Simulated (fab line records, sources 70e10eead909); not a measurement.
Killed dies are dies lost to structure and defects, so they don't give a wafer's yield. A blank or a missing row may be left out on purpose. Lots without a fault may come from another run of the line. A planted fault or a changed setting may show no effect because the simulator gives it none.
Chamber matching | flow nand_harc | NHARC_P_ZERO_WELL_DESCUM_13 on rie_diel-01: 4 sister chambers
The step chemistry O2, time 3 s. 4 wafers are shown with their chamber, then 11 later ones without.

WAFERS WITH THEIR CHAMBER
wafer  | chamber | showerhead_plenum_p_Torr (Torr)
L087.6 | 1       | 1.83
L088.4 | 2       | 1.79
L088.5 | 0       | 1.95
L089.1 | 3       | 1.77

WAFERS WITHOUT THEIR CHAMBER
wafer  | showerhead_plenum_p_Torr (Torr)
L089.3 | 1.95
L089.6 | 1.79
L091.3 | 1.79
L091.4 | 1.77
L091.6 | 1.79
L094.1 | 2.08
L094.2 | 1.82
L094.4 | 1.95
L095.2 | 1.82
L095.3 | 2.08
L095.6 | 1.95

WHICH CHAMBER EACH WENT THROUGH
wafer  | from the rows above          | in truth
L089.3 | 0                            | 0
L089.6 | can't be placed: 2 or 3 or 1 | 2
L091.3 | can't be placed: 2 or 3 or 1 | 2
L091.4 | can't be placed: 3 or 2 or 1 | 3
L091.6 | can't be placed: 2 or 3 or 1 | 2
L094.1 | 0                            | 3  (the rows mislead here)
L094.2 | can't be placed: 1 or 2 or 3 | 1
L094.4 | 0                            | 0
L095.2 | can't be placed: 1 or 2 or 3 | 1
L095.3 | 0                            | 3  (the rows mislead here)
L095.6 | 0                            | 0
Placed correctly: 3 of 11. Can't be placed from these rows: 6 (the true chamber is among the candidates in 6). Placed wrongly: 2.
How it was worked out, from the rows above alone: a wafer's distance from a chamber is the root of the sum, over the readings, of the square of ((its reading less the chamber's mean) divided by the reading's scatter). The wafer belongs to the nearest chamber; if the next one is less than 2 further off, it can't be placed. A chamber's mean is the mean of its shown wafers. The scatter: with one shown wafer a chamber, the root of the mean of the squares of how far each hidden wafer lies from its nearest shown one.
